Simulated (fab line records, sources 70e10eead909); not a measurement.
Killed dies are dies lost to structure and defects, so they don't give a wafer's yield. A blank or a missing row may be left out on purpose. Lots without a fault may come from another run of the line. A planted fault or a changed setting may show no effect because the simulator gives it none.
Which tool did it? | flow nand_harc | 6 lots, 18 wafers sampled, at 5 steps of a route of 1302

WHAT THE GAUGES READ, wafer by wafer
NHARC_A_BLC_CD_MEAS_10: target cd 100 nm.
lot  | measured     | on        | cd_nm (nm)
L846 | day 23 14:37 | cd_sem-02 | 100.2 100.2 99.6
L847 | day 25 08:53 | cd_sem-03 | 100.5 99.7 100.4
L849 | day 25 16:30 | cd_sem-03 | 100.1 99.7 99.3
L851 | day 26 14:07 | cd_sem-03 | 100.3 98.9 99.7
L856 | day 28 14:16 | cd_sem-03 | 62.7 63.8 63.1 62.5 63.5 63.1
L865 | day 31 19:25 | cd_sem-03 | 100.5 100.4 100.8

WHICH TOOL RAN EACH LOT (tool, then ch and the chambers of the sampled wafers, then the start)
lot  | NHARC_A_CONTACT_ETCH_138             | NHARC_A_CONTACT_ETCH_92            | NHARC_A_CONTACT_ALD_18              | NHARC_A_BLC_PEB_08
L846 | har_cap_etch-03 ch 0,1, day 23 10:44 | rie_diel-03 ch 0,3, day 23 11:34   | ald_metal-01 ch 1,3, day 23 12:45   | litho_track-01 ch 0, day 23 14:32
L847 | har_cap_etch-01 ch 0,1, day 25 04:55 | rie_diel-11 ch 1,2,3, day 25 05:46 | ald_metal-04 ch 0,3, day 25 06:53   | litho_track-04 ch 0, day 25 08:49
L849 | har_cap_etch-03 ch 0,1, day 25 12:33 | rie_diel-03 ch 0,2,3, day 25 13:22 | ald_metal-04 ch 0,1,2, day 25 14:32 | litho_track-06 ch 0, day 25 16:25
L851 | har_cap_etch-02 ch 0,1, day 26 10:05 | rie_diel-10 ch 0,2,3, day 26 10:55 | ald_metal-04 ch 1,2,3, day 26 12:07 | litho_track-06 ch 0, day 26 14:02
L856 | har_cap_etch-01 ch 0,1, day 28 10:24 | rie_diel-10 ch 0,3, day 28 11:07   | ald_metal-03 ch 0,1,2, day 28 12:18 | litho_track-01 ch 0, day 28 14:11
L865 | har_cap_etch-03 ch 0,1, day 31 15:19 | rie_diel-11 ch 0,1,3, day 31 16:05 | ald_metal-03 ch 1,2,3, day 31 17:18 | litho_track-04 ch 0, day 31 19:20
- NHARC_A_CONTACT_ETCH_138: etches the open film in C4F8/O2/Ar, time 311 s, target depth 1914 nm.
- NHARC_A_CONTACT_ETCH_92: etches the open film in CH3F/O2, target depth 40 nm, time 85.7 s.
- NHARC_A_CONTACT_ALD_18: deposits TiN, target thk 3 nm, pulse time 1 s, ald cycles 150.
- NHARC_A_BLC_PEB_08: peb time 65 s.

THE ANSWER, worked out from the rows above alone
Rule: what is usual is taken from the lots themselves. Put in order of their means at a reading, lots are off if they are a third of the lots or fewer, leave a main group of 4 or more, and stand apart from it by a gap of 3 or more times the standard deviation of the main group's means; of several such gaps the widest counts. A main group whose means are all the same, to the digits that the tables above print for the reading, isn't used. A lot without any number at a reading at which 4 lots or more have one is off too. The other lots that the step has rows for count as sound.
Off: L856, at NHARC_A_BLC_CD_MEAS_10 (cd_nm). The main group: mean 100.0 nm, standard deviation 0.34.
A tool fits if, at a process step before that reading, it ran every lot that is off, and no sound lot after the first of them. The gauges at NHARC_A_BLC_CD_MEAS_10 are tried like those tools. Can't be told from this: 3 tools fit, har_cap_etch-01 at NHARC_A_CONTACT_ETCH_138, rie_diel-10 at NHARC_A_CONTACT_ETCH_92, litho_track-01 at NHARC_A_BLC_PEB_08.

WHAT THE SIMULATOR HAD PUT IN
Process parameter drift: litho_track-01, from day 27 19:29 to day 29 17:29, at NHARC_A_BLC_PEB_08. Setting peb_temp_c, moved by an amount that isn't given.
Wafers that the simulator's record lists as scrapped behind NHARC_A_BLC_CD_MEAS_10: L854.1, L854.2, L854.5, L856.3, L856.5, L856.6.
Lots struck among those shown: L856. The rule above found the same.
